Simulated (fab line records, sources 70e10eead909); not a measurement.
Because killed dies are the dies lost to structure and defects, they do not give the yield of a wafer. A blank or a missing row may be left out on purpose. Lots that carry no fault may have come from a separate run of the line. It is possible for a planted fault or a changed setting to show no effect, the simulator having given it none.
Matching of chambers / flow nand-harc / NHARC_A_M0_PRE_CLEAN_31 on pecvd-03 has 3 sister chambers
The step time 12 s. 30 wafers are shown with their chamber, then 12 later ones without.

## WAFERS WITH THEIR CHAMBER
wafer=L074.1; chamber=1; heater-power-w (W)=648
wafer=L074.2; chamber=0; heater-power-w (W)=615
wafer=L074.3; chamber=2; heater-power-w (W)=457
wafer=L074.4; chamber=1; heater-power-w (W)=648
wafer=L074.5; chamber=2; heater-power-w (W)=458
wafer=L074.6; chamber=0; heater-power-w (W)=623
wafer=L075.1; chamber=2; heater-power-w (W)=512
wafer=L075.3; chamber=1; heater-power-w (W)=713
wafer=L075.4; chamber=1; heater-power-w (W)=721
wafer=L077.2; chamber=1; heater-power-w (W)=691
wafer=L077.5; chamber=1; heater-power-w (W)=676
wafer=L077.6; chamber=0; heater-power-w (W)=647
wafer=L078.2; chamber=2; heater-power-w (W)=459
wafer=L078.3; chamber=1; heater-power-w (W)=624
wafer=L078.6; chamber=0; heater-power-w (W)=676
wafer=L078.1; chamber=0; heater-power-w (W)=680
wafer=L078.4; chamber=2; heater-power-w (W)=455
wafer=L078.5; chamber=1; heater-power-w (W)=631
wafer=L085.1; chamber=0; heater-power-w (W)=663
wafer=L085.3; chamber=2; heater-power-w (W)=534
wafer=L085.6; chamber=2; heater-power-w (W)=547
wafer=L089.2; chamber=1; heater-power-w (W)=727
wafer=L089.3; chamber=0; heater-power-w (W)=708
wafer=L089.4; chamber=0; heater-power-w (W)=674
wafer=L089.1; chamber=2; heater-power-w (W)=526
wafer=L089.5; chamber=1; heater-power-w (W)=705
wafer=L089.6; chamber=2; heater-power-w (W)=525
wafer=L092.1; chamber=2; heater-power-w (W)=512
wafer=L092.2; chamber=0; heater-power-w (W)=635
wafer=L092.6; chamber=1; heater-power-w (W)=670

SIGNATURES (means of the wafers above)
reading=heater-power-w; chamber 0=657.89; chamber 1=677.64; chamber 2=498.50; scatter within a chamber=34.9
Rule: for a wafer and a chamber, the distance is found by dividing, reading by reading, the gap between the wafer's reading and the chamber's mean by the reading's scatter, squaring, summing and taking the root. If the next closest chamber is less than 2 further off than the closest, the wafer can't be placed; otherwise it belongs to the closest. How the scatter is found: for the shown wafers, subtract from each reading the mean of its chamber, square and add these, divide the total by (wafers less chambers), then take the root.

## WAFERS WITH NO CHAMBER GIVEN
wafer=L091.3; heater-power-w (W)=659
wafer=L091.4; heater-power-w (W)=581
wafer=L091.5; heater-power-w (W)=535
wafer=L096.1; heater-power-w (W)=663
wafer=L096.3; heater-power-w (W)=508
wafer=L096.4; heater-power-w (W)=676
wafer=L095.1; heater-power-w (W)=602
wafer=L095.2; heater-power-w (W)=508
wafer=L095.3; heater-power-w (W)=626
wafer=L095.4; heater-power-w (W)=522
wafer=L095.5; heater-power-w (W)=612
wafer=L095.6; heater-power-w (W)=625

## EACH ONE'S CHAMBER
wafer=L091.3; from the rows above=can't be placed: 0 or 1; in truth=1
wafer=L091.4; from the rows above=can't be placed: 0 or 2 or 1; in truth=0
wafer=L091.5; from the rows above=2; in truth=2
wafer=L096.1; from the rows above=can't be placed: 0 or 1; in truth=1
wafer=L096.3; from the rows above=2; in truth=2
wafer=L096.4; from the rows above=can't be placed: 1 or 0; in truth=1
wafer=L095.1; from the rows above=can't be placed: 0 or 1 or 2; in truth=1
wafer=L095.2; from the rows above=2; in truth=2
wafer=L095.3; from the rows above=can't be placed: 0 or 1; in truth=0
wafer=L095.4; from the rows above=2; in truth=2
wafer=L095.5; from the rows above=can't be placed: 0 or 1 or 2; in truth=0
wafer=L095.6; from the rows above=can't be placed: 0 or 1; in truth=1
4 of 12 placed correctly. Can't be placed from these rows: 8 (the true chamber is among the candidates in 8). 0 placed wrongly.
